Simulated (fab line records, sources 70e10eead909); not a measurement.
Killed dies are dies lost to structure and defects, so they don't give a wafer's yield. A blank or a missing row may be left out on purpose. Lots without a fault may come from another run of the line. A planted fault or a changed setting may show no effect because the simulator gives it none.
Chamber matching | flow nand_harc | NHARC_P_M1_ETCH_35 on rie_diel-03: 4 sister chambers
The step etches the open film in N2/H2, target depth 40 nm, overetch 12 nm, time 43.94 s. 22 wafers are shown with their chamber, then 11 later ones without.

WAFERS WITH THEIR CHAMBER
wafer  | chamber | drypump_motor_current_A (A) | showerhead_plenum_p_Torr (Torr) | oes_product_au (a.u.)
L074.2 | 3       | 5.5                         | 2.05                            | 1.008
L074.4 | 2       | 5.0                         | 2.06                            | 1.004
L074.6 | 2       | 4.9                         | 2.06                            | 0.993
L075.1 | 3       | 5.5                         | 2.05                            | 1.011
L075.2 | 0       | 4.9                         | 2.08                            | 0.999
L075.3 | 1       | 5.9                         | 2.01                            | 1.011
L075.4 | 2       | 5.0                         | 2.05                            | 0.997
L075.5 | 3       | 5.5                         | 2.05                            | 1.009
L075.6 | 0       | 4.9                         | 2.08                            | 1.007
L079.1 | 1       | 5.9                         | 2.01                            | 0.998
L079.2 | 0       | 4.9                         | 2.08                            | 1.012
L079.3 | 3       | 5.4                         | 2.05                            | 1.002
L082.3 | 2       | 5.0                         | 2.05                            | 0.993
L082.4 | 3       | 5.5                         | 2.05                            | 0.999
L082.6 | 0       | 4.9                         | 2.08                            | 1.001
L085.1 | 0       | 4.9                         | 2.08                            | 1.000
L085.3 | 1       | 5.9                         | 2.01                            | 0.993
L085.5 | 1       | 5.9                         | 2.01                            | 1.011
L084.2 | 0       | 4.9                         | 2.08                            | 1.001
L084.3 | 3       | 5.5                         | 2.05                            | 1.005
L084.4 | 1       | 5.9                         | 2.01                            | 1.006
L093.2 | 1       | 5.9                         | 2.01                            | 0.995

SIGNATURES (means of the wafers above)
reading                  | chamber 0 | chamber 1 | chamber 2 | chamber 3 | scatter within a chamber
drypump_motor_current_A  | 4.900     | 5.900     | 4.975     | 5.483     | 0.0297
showerhead_plenum_p_Torr | 2.0800    | 2.0100    | 2.0550    | 2.0500    | 0.00236
oes_product_au           | 1.00333   | 1.00233   | 0.99675   | 1.00567   | 0.00595
Rule: a wafer's distance from a chamber is the root of the sum, over the readings, of the square of ((its reading less the chamber's mean) divided by the reading's scatter). The wafer belongs to the nearest chamber; if the next one is less than 2 further off, it can't be placed. The scatter: the root of (the sum of the squares of (reading less its chamber's mean) over the shown wafers, divided by (wafers less chambers)).

WAFERS WITHOUT THEIR CHAMBER
wafer  | drypump_motor_current_A (A) | showerhead_plenum_p_Torr (Torr) | oes_product_au (a.u.)
L093.3 | 4.9                         | 2.08                            | 1.004
L093.6 | 4.9                         | 2.08                            | 1.002
L094.1 | 5.0                         | 2.05                            | 1.000
L094.3 | 5.4                         | 2.05                            | 1.014
L094.5 | 5.9                         | 2.01                            | 1.004
L096.1 | 4.9                         | 2.08                            | 1.003
L096.3 | 5.5                         | 2.05                            | 1.006
L096.4 | 5.0                         | 2.05                            | 1.007
L097.2 | 5.4                         | 2.05                            | 1.000
L097.3 | 5.0                         | 2.05                            | 0.992
L097.6 | 5.0                         | 2.05                            | 0.990

WHICH CHAMBER EACH WENT THROUGH
wafer  | from the rows above | in truth
L093.3 | 0                   | 0
L093.6 | 0                   | 0
L094.1 | 2                   | 2
L094.3 | 3                   | 3
L094.5 | 1                   | 1
L096.1 | 0                   | 0
L096.3 | 3                   | 3
L096.4 | 2                   | 2
L097.2 | 3                   | 3
L097.3 | 2                   | 2
L097.6 | 2                   | 2
Placed correctly: 11 of 11. Can't be placed from these rows: 0. Placed wrongly: 0.
